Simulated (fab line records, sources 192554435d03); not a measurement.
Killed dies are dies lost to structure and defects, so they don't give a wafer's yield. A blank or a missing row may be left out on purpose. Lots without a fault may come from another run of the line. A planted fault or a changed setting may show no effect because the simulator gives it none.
fab line records | flow n5_finfet
record lots=10 wafers=29 last_day=21
route steps=1938 shown BEOL_M6@1194 PASSIVATION@1936
lots that met no fault: from a run of the same line without faults
start_h: hours from the record's first day to the start of the lot's first wafer shown | wait_h: hours since the lot's step before | " the same as in the row above | L1.1+2: a row that stands for several wafers | - no value, or no start given | * or withheld: withheld | < > ~ a bound
route shown NAME@n: a module of which the file shows steps, and the number in the route of the first | usual: mean/standard deviation of fault-free wafers | same: alike in all rows | chamber/n: place in a boat | sites: the reading at each site | _std_site: their standard deviation | _edge_site: outer sites' mean less inner sites' | radius_mm: how far each site lies from the wafer's centre | mask NAME#n: copy n | behind: the tool/chamber that last shaped the wafer | hold: why the lot was held/for how many hours/how that ended | device: the transistor (n, p or np) that didn't switch | end of line: the same wafers' tests at the end of the route | a step without rows: its recipe alone | killed: dies lost to structure and defects at the first sort, not the wafer's yield | map: a wafer's dies, x killed, . not, _ none there
set.NAME: the setting as run; set.NAME@STEP: as run at that earlier step | model.NAME: the simulator's own value behind a step, which no gauge read
steps of the route over a sample of lots; a table a step, a row a wafer
services: from which hour (start_h, from the record's first day; less than 0 if before it) a tool's chamber was out of use, for how many hours, and why
## steps
# step N5_BEOL_M6_ILD_DEP_00
# recipe material=SiCOH_lowk target_thk_a=1797.5 temp_c=300 precursor=DEMS/porogen pressure_torr=5 rf_w=500 time_s=33.4
# usual heater_power_w=296/59 showerhead_plenum_p_Torr=5.739/0.011 showerhead_vpp_V=1378/70 throttle_valve_pct=13.7/0.71
# columns lot.wafer tool chamber start_h wait_h heater_power_w showerhead_plenum_p_Torr showerhead_vpp_V throttle_valve_pct
L578.2 pecvd-03 1 224.62 0.0 224 5.724 1308 14.8
L578.5 " 0 " " 360 5.739 1446 12.5
L578.6 " 1 " " 224 5.728 1288 14.8
L583.1 pecvd-02 1 235.70 0.0 324 5.756 1416 13.1
L583.4 " 1 " " 346 5.742 1428 13.2
L583.6 " 0 " " 312 5.720 1472 14.7
L585.3 pecvd-02 2 240.27 0.0 261 5.742 1239 13.6
L585.5 " 1 " " 320 5.741 1395 13.4
L593.1 pecvd-02 0 310.42 0.0 247 5.734 1451 14.3
L593.2 " 1 " " 308 5.743 1391 13.5
L593.4 " 2 " " 292 5.742 1254 13.5
L592.1 pecvd-02 0 324.51 0.0 282 5.724 1419 14.5
L592.4 " 1 " " 360 5.752 1408 13.6
L592.6 " 0 " " 292 5.750 1462 14.4
L595.1 pecvd-04 2 362.86 0.0 331 5.745 1380 13.9
L595.4 " 2 " " 334 5.744 1379 13.8
L595.5 " 1 " " 233 5.749 1389 14.1
L596.3 pecvd-03 0 363.63 0.0 311 5.738 1463 12.8
L596.4 " 2 " " 305 5.734 1360 12.2
L596.6 " 1 " " 203 5.738 1295 14.6
L599.1 pecvd-04 1 367.49 0.0 199 5.738 1413 14.1
L599.3 " 2 " " 305 5.743 1369 13.5
L599.5 " 1 " " 213 5.738 1410 13.8
L598.1 pecvd-02 2 372.19 0.0 228 5.745 1231 13.8
L598.3 " 1 " " 356 5.733 1413 13.3
L598.6 " 0 " " 308 5.738 1427 14.5
L600.1 pecvd-03 2 389.70 0.0 328 5.740 1360 12.4
L600.4 " 0 " " 334 5.748 1447 12.6
L600.5 " 2 " " 267 5.727 1353 12.4
# step N5_BEOL_M6_CURE_74
# recipe temp_c=385 time_s=240 ambient=He/Ar material=SiCOH_lowk
# usual lamp_power_pct=52.31/0.05 wafer_temp_C_max=386.7/0.48
# columns lot.wafer tool chamber start_h wait_h lamp_power_pct wafer_temp_C_max
L578.2 uv_cure-01 1 224.79 0.1 52.35 386.2
L578.5 " 1 " " 52.30 386.3
L578.6 " 1 " " 52.34 386.3
L583.1 uv_cure-03 2 235.77 0.0 52.40 386.5
L583.4 " 2 " " 52.27 386.5
L583.6 " 2 " " 52.30 386.5
L585.3 uv_cure-01 1 240.49 0.2 52.32 386.4
L585.5 " 1 " " 52.22 386.4
L593.1 uv_cure-01 0 310.49 0.0 52.28 386.6
L593.2 " 0 " " 52.35 386.5
L593.4 " 0 " " 52.37 386.7
L592.1 uv_cure-02 0 324.58 0.0 52.31 386.5
L592.4 " 0 " " 52.28 386.1
L592.6 " 0 " " 52.36 386.2
L595.1 uv_cure-03 1 362.93 0.0 52.33 386.9
L595.4 " 1 " " 52.28 386.5
L595.5 " 1 " " 52.32 387.2
L596.3 uv_cure-02 2 363.86 0.2 52.28 387.1
L596.4 " 2 " " 52.34 386.6
L596.6 " 2 " " 52.29 386.8
L599.1 uv_cure-03 0 367.55 0.0 52.28 387.1
L599.3 " 0 " " 52.37 388.3
L599.5 " 0 " " 52.31 387.4
L598.1 uv_cure-02 2 372.25 0.0 52.40 386.6
L598.3 " 2 " " 52.36 386.3
L598.6 " 2 " " 52.31 386.8
L600.1 uv_cure-03 2 389.77 0.0 52.28 386.4
L600.4 " 2 " " 52.33 386.5
L600.5 " 2 " " 52.38 386.4
# step N5_BEOL_M6_EXPOSE_08
# recipe mask_id=M6 na=1.35 source_shape=dipole sigma_inner=0.817 sigma_outer=0.97 polarization=te dose_mj=68.25
# usual focus_offset_nm=-0.1/0.55
# columns lot.wafer tool chamber start_h wait_h mask focus_offset_nm
L578.2 arfi_scanner-03 0 225.73 - M6#0 -0.3
L578.5 " 0 " " M6#0 0.6
L578.6 " 0 " " M6#0 -0.1
L583.1 arfi_scanner-03 0 239.52 - M6#0 -0.3
L583.4 " 0 " " M6#0 0.0
L583.6 " 0 " " M6#0 -0.3
L585.3 arfi_scanner-03 0 241.22 - M6#0 0.1
L585.5 " 0 " " M6#0 0.6
L593.1 arfi_scanner-02 0 311.77 - M6#0 -0.4
L593.2 " 0 " " M6#0 -1.3
L593.4 " 0 " " M6#0 -1.9
L592.1 arfi_scanner-02 0 326.85 - M6#0 -0.4
L592.4 " 0 " " M6#0 0.6
L592.6 " 0 " " M6#0 -1.1
L595.1 arfi_scanner-01 0 365.06 - M6#0 -0.4
L595.4 " 0 " " M6#0 0.5
L595.5 " 0 " " M6#0 -0.7
L596.3 arfi_scanner-02 0 365.30 - M6#0 -1.1
L596.4 " 0 " " M6#0 0.0
L596.6 " 0 " " M6#0 -0.5
L599.1 arfi_scanner-03 0 368.79 - M6#0 0.1
L599.3 " 0 " " M6#0 0.7
L599.5 " 0 " " M6#0 1.2
L598.1 arfi_scanner-03 0 374.77 - M6#0 -0.2
L598.3 " 0 " " M6#0 -0.5
L598.6 " 0 " " M6#0 -0.1
L600.1 arfi_scanner-02 0 391.94 - M6#0 -0.6
L600.4 " 0 " " M6#0 -0.7
L600.5 " 0 " " M6#0 -0.5
# step N5_BEOL_M6_CD_MEAS_11
# recipe target_cd_nm=38.5 landing_energy_ev=500 detector=se_inlens polarity=opening
# usual cd_nm=38.6/0.61
# columns lot.wafer tool chamber start_h wait_h cd_nm
L578.2 cd_sem-02 0 225.85 - 38.9
L578.5 " 0 " " 38.0
L578.6 " 0 " " 38.3
L583.1 cd_sem-02 0 239.65 - 35.9
L583.4 " 0 " " 39.1
L583.6 " 0 " " 39.2
L585.3 cd_sem-03 0 241.33 - 39.3
L585.5 " 0 " " 36.0
L593.1 cd_sem-02 0 311.90 - 38.6
L593.2 " 0 " " 38.5
L593.4 " 0 " " 38.9
L592.1 cd_sem-01 0 326.98 - 39.1
L592.4 " 0 " " 39.2
L592.6 " 0 " " 38.5
L595.1 cd_sem-01 0 365.19 - 38.6
L595.4 " 0 " " 37.7
L595.5 " 0 " " 38.5
L596.3 cd_sem-02 0 365.42 - 39.0
L596.4 " 0 " " 38.2
L596.6 " 0 " " 39.1
L599.1 cd_sem-02 0 368.92 - 39.1
L599.3 " 0 " " 38.2
L599.5 " 0 " " 37.8
L598.1 cd_sem-03 0 374.90 - 38.0
L598.3 " 0 " " 39.5
L598.6 " 0 " " 38.6
L600.1 cd_sem-01 0 392.07 - 38.1
L600.4 " 0 " " 38.9
L600.5 " 0 " " 39.7
# step N5_BEOL_M6_STRIP_67
# recipe chemistry=CF4 resist=SiARC power_w=300 bias_power_w=75 pressure_mtorr=50 cf4_flow_sccm=150 rf_frequency_hz=6e+07
# usual drypump_motor_current_A=6.00/0.24 oes_product_au=0.77/0.068 rf_vpp_V=270.4/1.6 showerhead_plenum_p_Torr=1.76/0.055 throttle_valve_pct=13.60/0.29
# columns lot.wafer tool chamber start_h wait_h drypump_motor_current_A oes_product_au rf_hours_counter_h rf_vpp_V showerhead_plenum_p_Torr throttle_valve_pct
L578.2 rie_diel-03 1 226.17 0.0 5.93 0.72 167 268.8 1.73 13.95
L578.5 " 0 " " 5.46 0.74 - 270.8 1.79 13.91
L578.6 " 1 " " 5.92 0.73 - 269.2 1.73 13.97
L583.1 rie_diel-02 3 239.98 0.0 6.09 0.86 44 272.2 1.81 13.09
L583.4 " 0 " " 6.30 0.82 75 269.0 1.76 13.51
L583.6 " 2 " " 6.15 0.73 - 270.4 1.72 13.57
L585.3 rie_diel-02 2 241.66 0.0 6.14 0.74 182 269.2 1.72 13.54
L585.5 " 2 " " 6.12 0.73 - 270.1 1.72 13.57
L593.1 rie_diel-03 0 312.39 0.0 5.45 0.72 198 270.3 1.78 13.99
L593.2 " 2 " " 6.08 0.75 150 270.5 1.71 13.54
L593.4 " 2 " " 6.10 0.74 - 269.8 1.71 13.55
L592.1 rie_diel-02 2 327.55 0.0 6.17 0.72 209 268.1 1.72 13.62
L592.4 " 0 " " 6.28 0.79 104 268.8 1.75 13.58
L592.6 " 2 " " 6.15 0.71 - 269.3 1.72 13.62
L595.1 rie_diel-03 2 365.52 0.0 6.07 0.72 172 270.5 1.70 13.60
L595.4 " 0 " " 5.43 0.70 217 271.1 1.78 14.06
L595.5 " 3 " " 5.86 0.92 - 269.4 1.76 13.13
L596.3 rie_diel-02 0 365.74 0.0 6.26 0.79 117 268.7 1.75 13.61
L596.4 " 3 " " 6.10 0.81 83 270.8 1.80 13.21
L596.6 " 0 " " 6.26 0.78 - 269.1 1.75 13.62
L599.1 rie_diel-02 0 369.25 0.0 6.28 0.78 118 269.4 1.75 13.61
L599.3 " 3 " " 6.12 0.80 84 273.2 1.80 13.19
L599.5 " 1 " " 6.27 0.82 - 274.3 1.88 13.40
L598.1 rie_diel-03 2 375.24 0.0 6.08 0.72 175 270.4 1.70 13.60
L598.3 " 3 " " 5.89 0.92 16 269.7 1.76 13.12
L598.6 " 3 " " 5.88 0.92 - 271.1 1.76 13.15
L600.1 rie_diel-03 1 392.39 0.0 5.95 0.68 225 270.3 1.72 14.13
L600.4 " 3 " " 5.86 0.91 20 271.1 1.76 13.15
L600.5 " 0 " " 5.44 0.70 - 272.0 1.77 14.06
# step N5_BEOL_M6_CD_MEAS_18
# recipe pitch_nm=80 target_cd_nm=40
# usual cd_nm=40.3/0.72
# columns lot.wafer tool chamber start_h wait_h cd_nm
L578.2 cd_sem-01 - 226.56 0.1 40.4
L578.5 " - " " 39.9
L578.6 " - " " 39.1
L583.1 cd_sem-02 - 240.21 0.1 38.4
L583.4 " - " " 41.0
L583.6 " - " " 41.0
L585.3 cd_sem-02 - 241.88 0.1 40.5
L585.5 " - " " 37.3
L593.1 cd_sem-03 - 312.61 0.0 41.0
L593.2 " - " " 40.2
L593.4 " - " " 40.1
L592.1 cd_sem-03 - 327.80 0.0 40.8
L592.4 " - " " 41.4
L592.6 " - " " 40.5
L595.1 cd_sem-02 - 365.74 0.0 40.3
L595.4 " - " " 40.2
L595.5 " - " " 39.6
L596.3 cd_sem-01 - 365.97 0.1 40.8
L596.4 " - " " 40.5
L596.6 " - " " 41.5
L599.1 cd_sem-03 - 369.47 0.0 41.5
L599.3 " - " " 40.5
L599.5 " - " " 39.0
L598.1 cd_sem-01 - 375.48 0.0 40.1
L598.3 " - " " 40.8
L598.6 " - " " 40.2
L600.1 cd_sem-01 - 392.64 0.0 39.6
L600.4 " - " " 40.0
L600.5 " - " " 41.7
# step N5_PASSIVATION_PROBE_49
# usual defect_limited_yield=91.2/1.5 killed_at_M0_to_M3=35/12 killed_at_M4_up=14/5.1 killed_at_contacts=13/6 killed_at_front_end=38/12 killed_at_other=4/3.5 killed_dies=104/18 killed_open=68/13 killed_short=33/8.1 sort_bin_5_function=5.2/1 sort_bin_6_memory=3.2/0.69 sort_bin_8_speed=0.01/0.051 sort_n_pass=1076/18 sort_yield_pct=91.2/1.5
# same gross_dies=1180 killed_at_back_side=0 sort_bin_4_leakage[%]=0
# columns lot.wafer tool chamber start_h wait_h defect_limited_yield[%] killed_at_M0_to_M3 killed_at_M4_up killed_at_contacts killed_at_front_end killed_at_other killed_dies killed_open killed_short sort_bin_5_function[%] sort_bin_6_memory[%] sort_bin_8_speed[%] sort_n_pass sort_yield_pct[%]
L585.3 prober-01 - 332.55 0.1 92.6 43 9 11 21 3 87 55 32 4.7 2.5 0 1093 92.6
L585.5 prober-01 - 332.65 0.2 88.5 57 30 12 34 3 136 80 45 6.4 3.8 0 1044 88.5
L583.1 prober-01 - 333.30 0.0 88.1 53 27 17 43 1 141 102 38 7.8 3.8 0 1039 88.1
L583.4 prober-01 - 333.45 0.2 91.4 32 17 19 32 2 102 72 29 4.9 3.2 0 1078 91.4
L583.6 prober-01 - 333.55 0.3 92.2 21 16 14 40 1 92 63 20 4.3 2.5 0 1088 92.2
L592.1 prober-02 - 409.58 0.0 92.9 36 11 8 28 1 84 64 16 4.0 2.9 0 1096 92.9
L592.4 prober-02 - 409.73 0.2 92.3 23 12 9 47 0 91 59 31 4.7 2.7 0 1089 92.3
L592.6 prober-02 - 409.83 0.3 92.5 32 7 4 46 0 89 60 26 3.6 3.3 0 1091 92.5
L595.1 prober-02 - 453.79 0.0 92.5 31 7 11 39 1 89 52 28 4.6 2.0 0 1091 92.5
L595.4 prober-02 - 453.94 0.2 91.4 37 9 13 36 6 101 64 36 4.7 3.4 0 1079 91.4
L595.5 prober-02 - 453.99 0.2 93.1 29 14 8 30 1 82 46 27 4.1 1.9 0.08 1098 93.1
# killed by level:class
L585.3 BEOL_M0_SAQP:geometric_particle:open=12 BEOL_M1:geometric_particle:open=9 BEOL_M2:geometric_particle:open=9 BEOL_M0_SAQP:geometric_particle:short=8 MOL_CONTACT_COAG:geometric_particle:open=7 BEOL_M4:geometric_particle:open=5 FIN_SAQP:geometric_particle:short=4 MOL_CONTACT_COAG:geometric_particle:short=4
L585.5 BEOL_M0_SAQP:geometric_particle:short=16 BEOL_M4:geometric_particle:open=15 BEOL_M1:geometric_particle:open=15 BEOL_M0_SAQP:geometric_particle:open=13 MOL_CONTACT_COAG:geometric_particle:open=9 HKMG_FIN:area_etch=8 FIN_SAQP:geometric_particle:open=7 BEOL_M2:geometric_particle:open=6
L583.1 FIN_SAQP:geometric_particle:open=15 BEOL_M1:geometric_particle:open=15 BEOL_M4:geometric_particle:open=13 MOL_CONTACT_COAG:geometric_particle:open=12 BEOL_M0_SAQP:geometric_particle:short=8 BEOL_M2:geometric_particle:open=8 STI_FIN_REVEAL:geometric_particle:open=7 BEOL_M3:geometric_particle:open=7
L583.4 MOL_CONTACT_COAG:geometric_particle:open=14 FIN_SAQP:geometric_particle:open=10 BEOL_M0_SAQP:geometric_particle:open=8 STI_FIN_REVEAL:geometric_particle:open=7 BEOL_M2:geometric_particle:open=5 MOL_CONTACT_COAG:geometric_particle:short=5 BEOL_M4:geometric_particle:open=5 FIN_SAQP:geometric_particle:short=4
L583.6 MOL_CONTACT_COAG:geometric_particle:open=12 HKMG_FIN:area_etch=9 FIN_SAQP:geometric_particle:open=8 BEOL_M1:geometric_particle:open=6 STI_FIN_REVEAL:geometric_particle:open=6 FIN_SAQP:geometric_particle:short=5 BEOL_M4:geometric_particle:open=5 BEOL_M2:geometric_particle:open=4
L592.1 STI_FIN_REVEAL:geometric_particle:open=9 BEOL_M3:geometric_particle:open=8 MOL_CONTACT_COAG:geometric_particle:open=7 BEOL_M1:geometric_particle:open=6 BEOL_M0_SAQP:geometric_particle:short=5 BEOL_M0_SAQP:geometric_particle:open=5 BEOL_M2:geometric_particle:open=5 BEOL_M4:geometric_particle:open=5
L592.4 STI_FIN_REVEAL:geometric_particle:open=12 GATE_CUT:geometric_particle:short=9 MOL_CONTACT_COAG:geometric_particle:open=8 FIN_SAQP:geometric_particle:short=6 BEOL_M3:geometric_particle:open=6 BEOL_M1:geometric_particle:open=6 GATE_CUT:geometric_particle:open=5 DUMMY_GATE:geometric_particle:open=4
L592.6 STI_FIN_REVEAL:geometric_particle:open=10 GATE_CUT:geometric_particle:open=10 BEOL_M1:geometric_particle:open=9 DUMMY_GATE:geometric_particle:open=8 BEOL_M2:geometric_particle:open=6 BEOL_M0_SAQP:geometric_particle:open=5 GATE_CUT:geometric_particle:short=4 MOL_CONTACT_COAG:geometric_particle:open=4
L595.1 MOL_CONTACT_COAG:geometric_particle:open=10 HKMG_FIN:area_etch=9 BEOL_M1:geometric_particle:open=7 STI_FIN_REVEAL:geometric_particle:open=6 BEOL_M0_SAQP:geometric_particle:short=6 BEOL_M1:geometric_particle:short=5 BEOL_M4:geometric_particle:open=5 STARTING-WAFER:geometric_particle:short=5
L595.4 MOL_CONTACT_COAG:geometric_particle:open=11 BEOL_M3:geometric_particle:open=10 BEOL_M2:geometric_particle:open=9 FIN_SAQP:geometric_particle:open=8 STI_FIN_REVEAL:geometric_particle:open=8 STARTING-WAFER:geometric_particle:short=7 BEOL_M0_SAQP:geometric_particle:short=5 BEOL_M0_SAQP:geometric_particle:open=4
L595.5 MOL_CONTACT_COAG:geometric_particle:open=8 BEOL_M0_SAQP:geometric_particle:short=8 BEOL_M3:geometric_particle:open=8 HKMG_FIN:area_etch=8 BEOL_M4:geometric_particle:short=6 BEOL_M0_SAQP:geometric_particle:open=4 GATE_CUT:geometric_particle:short=3 GATE_CUT:geometric_particle:open=3
## services
# columns tool chamber start_h hours kind
uv_cure-01 - 201.48 5.0 pm
arfi_scanner-03 - 210.27 1.0 pm
pecvd-02 0 218.00 15.7 repair
pecvd-02 2 228.89 4.6 repair
pecvd-04 0 234.41 21.7 repair
arfi_scanner-03 - 236.73 0.8 pm
arfi_scanner-02 - 239.61 1.0 pm
arfi_scanner-02 - 243.33 1.3 pm
uv_cure-03 - 243.89 0.8 repair
arfi_scanner-02 - 260.81 3.1 pm
uv_cure-01 - 261.43 0.4 repair
uv_cure-03 - 262.44 5.0 pm
uv_cure-01 - 284.65 1.0 pm
arfi_scanner-02 - 286.40 1.0 pm
arfi_scanner-03 - 286.78 3.1 pm
arfi_scanner-03 - 295.44 1.0 pm
arfi_scanner-03 - 297.50 1.3 pm
arfi_scanner-02 - 337.97 0.8 pm
arfi_scanner-03 - 359.77 6.4 repair
uv_cure-01 - 367.42 2.8 pm
arfi_scanner-02 - 368.83 1.3 pm
uv_cure-03 - 376.79 2.8 pm
arfi_scanner-02 - 378.52 1.1 repair
uv_cure-03 - 387.80 0.7 repair
## key
first_sign step=N5_BEOL_M6_CD_MEAS_11 reading=cd_nm direction=down sigmas=4.4 usual=38.6 struck=36.0
effect step=N5_BEOL_M6_CD_MEAS_18 reading=cd_nm direction=down sigmas=3.4 usual=40.3 struck=37.8
met_at N5_BEOL_M6_EXPOSE_08
struck_lots L583,L585
struck_wafers L583.1,L585.5
not_acting_at N5_BEOL_M6_ILD_DEP_00,N5_BEOL_M6_CURE_74,N5_BEOL_M6_STRIP_67
onset_between 225.73 239.52
fault kind=process_parameter_drift tool=arfi_scanner-03 chamber=- onset_h=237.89 steps=N5_BEOL_M6_EXPOSE_08 channel=focus_nm offset=130.06 shape=step end_h=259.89 scope=struck_wafers_only
